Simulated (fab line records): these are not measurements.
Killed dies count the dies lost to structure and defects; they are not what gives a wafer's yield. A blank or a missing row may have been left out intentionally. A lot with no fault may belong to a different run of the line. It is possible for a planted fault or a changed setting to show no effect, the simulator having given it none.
Matching of chambers    flow nand_harc    4 sister chambers for NHARC_A_STAIRCASE_ETCHBACK_422 on rie_diel-07
The step etches the open film in CH3F/O2, target depth 40 nm, time 74.286 s. 18 wafers are shown with their chamber, then 9 later ones without.

== WAFERS, EACH WITH ITS CHAMBER ==
wafer   chamber  showerhead_plenum_p_Torr (Torr)  drypump_motor_current_A (A)  oes_product_au (a.u.)
L077.1  3        2.50                             5.7                          0.95
L077.3  2        2.65                             6.3                          0.91
L077.6  2        2.65                             6.3                          0.91
L077.2  1        2.48                             5.9                          0.92
L077.4  0        2.58                             5.3                          0.93
L077.5  3        2.50                             5.8                          0.94
L081.1  0        2.58                             5.3                          0.93
L081.3  3        2.50                             5.7                          0.94
L081.5  1        2.47                             5.9                          0.92
L081.2  2        2.64                             6.3                          0.92
L081.4  1        2.47                             5.8                          0.91
L081.6  0        2.58                             5.3                          0.93
L086.1  3        2.50                             5.8                          0.94
L086.2  0        2.58                             5.3                          0.93
L086.5  2        2.64                             6.3                          0.92
L091.2  0        2.57                             5.3                          0.92
L091.4  2        2.64                             6.3                          0.91
L091.6  1        2.47                             5.9                          0.93

SIGNATURES (means of the wafers above)
reading                   chamber 0  chamber 1  chamber 2  chamber 3  scatter within a chamber
showerhead_plenum_p_Torr  2.5780     2.4725     2.6440     2.5000     0.00443
drypump_motor_current_A   5.300      5.875      6.300      5.750      0.0354
oes_product_au            0.9280     0.9200     0.9140     0.9425     0.00582
Rule: for each reading, subtract the chamber's mean from the wafer's reading, divide by that reading's scatter and square the result; add these up over the readings and take the root, which gives the wafer's distance from the chamber. The wafer belongs to the nearest chamber; if the next one is less than 2 further off, it can't be placed. The scatter: the root of (the sum of the squares of (reading less its chamber's mean) over the shown wafers, divided by (wafers less chambers)).

== WAFERS WITH NO CHAMBER GIVEN ==
wafer   showerhead_plenum_p_Torr (Torr)  drypump_motor_current_A (A)  oes_product_au (a.u.)
L091.1  2.47                             5.9                          0.92
L091.3  2.49                             5.8                          0.94
L091.5  2.57                             5.3                          0.92
L090.2  2.63                             6.3                          0.99
L090.4  2.47                             5.8                          0.99
L090.5  2.47                             5.8                          1.00
L093.1  2.63                             6.3                          1.00
L093.2  2.46                             5.8                          0.99
L093.6  2.63                             6.3                          1.00

== EACH ONE'S CHAMBER ==
wafer   from the rows above      in truth
L091.1  1                        1
L091.3  3                        3
L091.5  0                        0
L090.2  2                        2
L090.4  can't be placed: 3 or 1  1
L090.5  can't be placed: 3 or 1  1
L093.1  2                        2
L093.2  can't be placed: 3 or 1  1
L093.6  2                        2
Correctly placed: 6 of 9. These rows do not allow placing 3 (true chamber among the candidates in 3). Wrongly placed: 0.
